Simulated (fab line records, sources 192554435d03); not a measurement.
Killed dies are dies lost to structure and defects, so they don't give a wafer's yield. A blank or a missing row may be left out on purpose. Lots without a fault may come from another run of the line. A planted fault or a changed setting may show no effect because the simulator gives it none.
A struck lot beside a sound one | flow n5_finfet | 14 steps out of a route of 1938
Sound: wafers L658.3, L658.4, L658.5. Struck: wafer L669.5. (L669.6 of the same lot was not struck and is left out.) The cause comes at the end.
At each step with rows: each side's tool, then ch and its chambers, then its first start. Under that, the readings that differ: sound wafers | struck wafers | difference of the means | sigmas: that difference in standard deviations of wafers without a fault.
alike: readings whose means differ by less than 2 such deviations, and words and numbers that are the same on both sides. not compared: withheld readings, readings that some wafer has no value for, bounds like >300 that may hide the same value, and numbers for which the record gives no deviation and whose values overlap.
The two part at a step that has a row with sigmas, a row that says differs or no value, or rows on one side only. Numbers that don't overlap but have no deviation are shown without sigmas and don't part them. A reading that every wafer of one side lacks parts them only if that side has two wafers or more.

first, 1 step without rows for these wafers: N5_BEOL_M10_DEVELOP_27 (develop time 30 s).
N5_BEOL_M10_CD_MEAS_28: target cd 70 nm.
  sound on cd_sem-01 ch 0, day 11 14:55; struck on cd_sem-03 ch 0, day 13 15:32
  alike: cd_nm
N5_BEOL_M10_OVL_MEAS_29:
  sound on overlay-02 ch 0, day 11 14:56; struck on overlay-01 ch 0, day 13 15:34
  reading     | sound          | struck | difference | sigmas
  V9_OVL (nm) | -0.7 -0.5 -1.5 | 0.8    | +1.7       | +2
N5_BEOL_M10_INSPECT_30: inspects for defects (brightfield).
  sound on defect_inspect-01, day 11 14:58; struck on defect_inspect-01, day 13 15:35
  alike: raw_defect_count
then, 1 step without rows for these wafers: N5_BEOL_M10_DESCUM_33 (chemistry O2, time 7.9 s).
N5_BEOL_M10_ETCH_65: etches SiARC in CF4, target depth 39 nm, time 65 s.
  sound on rie_diel-01 ch 0,3, day 11 15:02; struck on rie_diel-01 ch 0, day 13 15:41
  alike: bias_w, drypump_motor_current_A, etch_rf_on_time_s, oes_product_au, rf_vpp_V, showerhead_plenum_p_Torr, throttle_valve_pct
  not compared: rf_hours_counter_h
N5_BEOL_M10_ETCH_66: etches SOC in N2/H2, target depth 120 nm, overetch 24 nm, time 180 s.
  sound on rie_diel-01 ch 0,3, day 11 15:05; struck on rie_diel-01 ch 0, day 13 15:46
  reading    | sound             | struck | difference | sigmas
  bias_w (W) | 149.6 150.0 150.2 | 151.2  | +1.3       | +3
  alike: drypump_motor_current_A, oes_product_au, rf_vpp_V, showerhead_plenum_p_Torr, throttle_valve_pct
  not compared: rf_hours_counter_h
then, 1 step without rows for these wafers: N5_BEOL_M10_STRIP_69 (strips in N2/H2).
N5_BEOL_M10_VIA_ETCH_34: etches SiCOH lowk in C4F6/O2, target depth 184.5 nm, time 69.2 s.
  sound on rie_diel-01 ch 0,3, day 11 15:12; struck on rie_diel-01 ch 0, day 13 15:51
  alike: bias_w, drypump_motor_current_A, oes_product_au, rf_vpp_V, showerhead_plenum_p_Torr, throttle_valve_pct
  not compared: rf_hours_counter_h
then, 1 step without rows for these wafers: N5_BEOL_M10_STRIP_73 (strips in C4F6/O2).
N5_BEOL_M10_STRIP_36: strips in N2/H2.
  sound on rie_diel-01 ch 0,3, day 11 15:16; struck on rie_diel-01 ch 0, day 13 15:55
  alike: drypump_motor_current_A, oes_product_au, rf_vpp_V, showerhead_plenum_p_Torr, throttle_valve_pct
  not compared: rf_hours_counter_h
then, 1 step without rows for these wafers: N5_BEOL_M10_TRENCH_ETCH_37 (etches SiCOH lowk in C4F6/O2, target depth 148.83 nm, time 48 s).
N5_BEOL_M10_ETCH_41: etches SiCN in CH3F/O2, target depth 42.6 nm, time 86 s.
  sound on rie_diel-01 ch 0,3, day 11 15:21; struck on rie_diel-01 ch 0, day 13 16:00
  reading                  | sound          | struck | difference | sigmas
  oes_product_au (a.u.)    | 0.76 0.70 0.76 | 1.06   | +0.32      | +3
  model.etch.depth_nm (nm) | 31.98 32.22 32 | 54.17  | +22.10     |
  alike: bias_w, drypump_motor_current_A, rf_vpp_V, showerhead_plenum_p_Torr, throttle_valve_pct
  not compared: rf_hours_counter_h
N5_BEOL_M10_STRIP_77: strips in N2/H2, time 10 s.
  sound on rie_diel-01 ch 0,3; struck on rie_diel-01 ch 0
  alike: drypump_motor_current_A, oes_product_au, rf_vpp_V, showerhead_plenum_p_Torr, throttle_valve_pct
  not compared: rf_hours_counter_h

WHERE THEY PART
First at N5_BEOL_M10_OVL_MEAS_29; last, within this record, at N5_BEOL_M10_ETCH_41. Later steps at which nothing parts them and some readings are alike: N5_BEOL_M10_STRIP_77.

WHY: what the simulator had put in
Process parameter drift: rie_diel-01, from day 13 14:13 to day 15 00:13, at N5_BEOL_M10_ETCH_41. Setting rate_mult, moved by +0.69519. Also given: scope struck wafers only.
